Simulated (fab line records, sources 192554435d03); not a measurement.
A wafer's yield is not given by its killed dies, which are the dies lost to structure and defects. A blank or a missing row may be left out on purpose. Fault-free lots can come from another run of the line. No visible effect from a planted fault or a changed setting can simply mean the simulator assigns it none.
fab line records -- flow n5Finfet
[record] lots = 7, wafers = 39
route steps=1938 shown PMOS_HMC_CHANNEL_EPI@74 FIN_SAQP@134 FIN_CUT@176 DUMMY_GATE@246 HKMG_FIN@406 GATE_CUT@501 BEOL_M4@1111
startH: start of the lot's first displayed wafer, in hours after the record's first day -- waitH: hours from the lot's prior step to this one -- " repeats the value in the row above -- L1.1+2: one row covering several wafers at once -- - either no value or no given start -- * or withheld: withheld -- < > ~ a bound
route shown NAME@n: NAME is a module with steps in the file, n the number in the route of the first one -- usual: the fault-free wafers' mean and standard deviation -- same: alike in all rows -- chamber/n: place in a boat -- sites: each site's reading -- _std_site: their standard deviation -- _edge_site: mean of outer sites minus mean of inner sites -- radiusMm: for every site, how far away it sits from the centre of the wafer -- mask NAME#n: copy n -- behind: the tool/chamber that last shaped the wafer -- hold: why the lot went on hold/how many hours it stayed there/how the hold came to an end -- device: names the non-switching transistor (n, p or np) -- end of line: the tests these same wafers got at the end of their route -- a step with no rows: only its recipe -- killed: dies that structure and defects cost at the first sort, which is not the same as the wafer's yield -- map: the dies of a wafer, with x for killed, . for not killed, _ for no die there
set.NAME: the run value of the setting; set.NAME@STEP: its run value at that earlier step -- model.NAME: the simulator's own value behind a step, which no gauge read
lots with deliberately changed settings; one table per step, one row per wafer
[[steps]]
[step N5_PMOS_HMC_CHANNEL_EPI_FIN_RECESS_16]
[recipe] chemistry = HBr/Cl2, target = Si, maskMaterial = SiO2, targetDepthA = 540, timeS = 18, pressureMtorr = 10, icpW = 800, biasW = 75, HBr_flow_sccm = 150, Cl2_flow_sccm = 80
[step N5_FIN_SAQP_ETCH_69]
[recipe] chemistry = N2/H2, target = SOC, targetDepthA = 1500, stopOn = SiNx, ionEnergyEv = 100, biasW = 61, pressureMtorr = 30, sourceW = 850, n2FlowSccm = 200, h2FlowSccm = 200
[step N5_FIN_CUT_CUT_ETCH_15]
[recipe] chemistry = HBr/Cl2/O2, target = Si, targetDepthA = 1000, btTimeS = 10, maskMaterial = SOC, timeS = 42.4, ionEnergyEv = *, biasW = *, pressureMtorr = 10, icpW = 800, HBr_flow_sccm = 150, Cl2_flow_sccm = 80, O2_flow_sccm = 12
[step N5_DUMMY_GATE_ETCH_32]
[recipe] chemistry = CF4, target = SiO2, targetDepthA = 35, timeS = 3.9, ionEnergyEv = 350, pressureMtorr = 10, icpW = 800, biasW = 400, cf4FlowSccm = 80
[step N5_HKMG_FIN_ETCH_58]
[recipe] chemistry = N2/H2, target = SOC, targetDepthA = 2158, ionEnergyEv = 50, biasW = 13, timeS = 741, pressureMtorr = 30, sourceW = 875, n2FlowSccm = 200, h2FlowSccm = 200
[step N5_GATE_CUT_CUT_ETCH_54]
[recipe] chemistry = Cl2/BCl3, target = TiN, maskMaterial = SiO2, targetDepthA = 967, pressureMtorr = 10, icpW = 1000, biasW = 126, Cl2_flow_sccm = 53.25, bcl3FlowSccm = 21.75, Ar_flow_sccm = 25, ends = cleared
[step N5_BEOL_M4_RC_MEAS_101]
[usual] CJ_P = 5.74/0.23
lot.wafer,tool,chamber,startH,waitH,set.timeS@PMOS_HMC_CHANNEL_EPI_FIN_RECESS_16,set.targetDepthA@FIN_SAQP_ETCH_69,set.biasW@FIN_CUT_CUT_ETCH_15,set.timeS@DUMMY_GATE_ETCH_32,set.biasW@HKMG_FIN_ETCH_58,set.Cl2_flow_sccm@GATE_CUT_CUT_ETCH_54,CJ_P
L077.1,prober-01,0,189.07,0.0,18,1569,*,3.116,13.83,53.25,5.72
L077.2,prober-01,0,189.07,0.0,18,1500,*,3.9,13.83,61.3,6.10
L077.3,prober-01,0,189.07,0.0,18.54,1569,*,3.116,13,53.25,5.91
L077.4,prober-01,0,189.07,0.0,18.54,1500,*,3.116,13,61.3,5.02
L077.5,prober-01,0,189.07,0.0,18.54,1569,*,3.9,13,53.25,5.45
L077.6,prober-01,0,189.07,0.0,18,1500,*,3.9,13.83,61.3,6.11
L076.1,prober-02,0,189.47,0.0,18,1686,*,3.346,13,53.25,5.24
L076.2,prober-02,0,189.47,0.0,17.02,1686,*,3.9,13,44.83,6.15
L076.3,prober-02,0,189.47,0.0,17.02,1686,*,3.346,13,44.83,6.20
L076.4,prober-02,0,189.47,0.0,17.02,1500,*,3.9,13,44.83,6.23
L076.5,prober-02,0,189.47,0.0,18,1500,*,3.346,13,53.25,5.73
L076.6,prober-02,0,189.47,0.0,18,1500,*,3.9,13,53.25,5.71
L078.1,prober-01,0,190.00,0.5,18,1430,*,3.9,13,41.89,5.47
L078.2,prober-01,0,190.00,0.5,19.31,1430,*,3.9,14.67,53.25,4.64
L078.3,prober-01,0,190.00,0.5,18,1500,*,3.9,13,53.25,6.17
L078.4,prober-01,0,190.00,0.5,18,1500,*,3.536,14.67,53.25,5.70
L078.5,prober-01,0,190.00,0.5,19.31,1430,*,3.536,13,41.89,5.32
L078.6,prober-01,0,190.00,0.5,19.31,1500,*,3.536,14.67,41.89,4.60
L080.1,prober-02,0,214.00,0.0,17.31,1500,*,3.9,15.21,53.25,5.97
L080.2,prober-02,0,214.00,0.0,18,1500,*,4.516,13,46.09,6.02
L080.3,prober-02,0,214.00,0.0,18,1500,*,3.9,13,53.25,5.85
L080.4,prober-02,0,214.00,0.0,18,1500,*,4.516,15.21,53.25,6.10
L080.5,prober-02,0,214.00,0.0,17.31,1500,*,4.516,13,46.09,6.30
L080.6,prober-02,0,214.00,0.0,17.31,1500,*,3.9,15.21,46.09,6.30
L083.1,prober-02,0,217.87,0.0,19.21,1418,*,3.9,13,48.61,4.86
L083.2,prober-02,0,217.87,0.0,18,1500,*,3.9,13,53.25,5.50
L083.3,prober-02,0,217.87,0.0,19.21,1500,*,3.647,13,48.61,4.59
L083.4,prober-02,0,217.87,0.0,19.21,1418,*,3.647,13,53.25,5.08
L083.5,prober-02,0,217.87,0.0,18,1418,*,3.9,13,53.25,5.85
L083.6,prober-02,0,217.87,0.0,18,1500,*,3.647,13,48.61,5.47
L085.1,prober-02,0,236.47,0.0,18,1500,*,3.9,13,53.25,5.49
L085.5,prober-02,0,236.47,0.0,18,1500,*,3.9,13,53.25,5.61
L085.6,prober-02,0,236.47,0.0,18,1500,*,3.9,13,53.25,5.77
L094.1,prober-01,0,292.03,0.0,18.52,1500,*,3.9,15.47,65.48,4.99
L094.2,prober-01,0,292.03,0.0,18,1694,*,3.9,13,53.25,5.73
L094.3,prober-01,0,292.03,0.0,18.52,1694,*,3.9,13,65.48,5.71
L094.4,prober-01,0,292.03,0.0,18,1694,*,3.9,15.47,65.48,5.47
L094.5,prober-01,0,292.03,0.0,18.52,1500,*,3.9,13,53.25,5.12
L094.6,prober-01,0,292.03,0.0,18,1500,*,3.9,15.47,53.25,5.62
[[key]]
[split] step = N5_PMOS_HMC_CHANNEL_EPI_FIN_RECESS_16, setting = timeS, statedAs = 18
[response] step = N5_BEOL_M4_RC_MEAS_101, reading = CJ_P, slope = -0.115, per = 1%, togetherWith = all, explained = 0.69
[split] step = N5_FIN_SAQP_ETCH_69, setting = targetDepthA, statedAs = 1500
response none clear
[split] step = N5_FIN_CUT_CUT_ETCH_15, setting = biasW, statedAs = *
response none clear
[split] step = N5_DUMMY_GATE_ETCH_32, setting = timeS, statedAs = 3.9
response none clear
[split] step = N5_HKMG_FIN_ETCH_58, setting = biasW, statedAs = 13
response none clear
[split] step = N5_GATE_CUT_CUT_ETCH_54, setting = Cl2_flow_sccm, statedAs = 53.25
response none clear
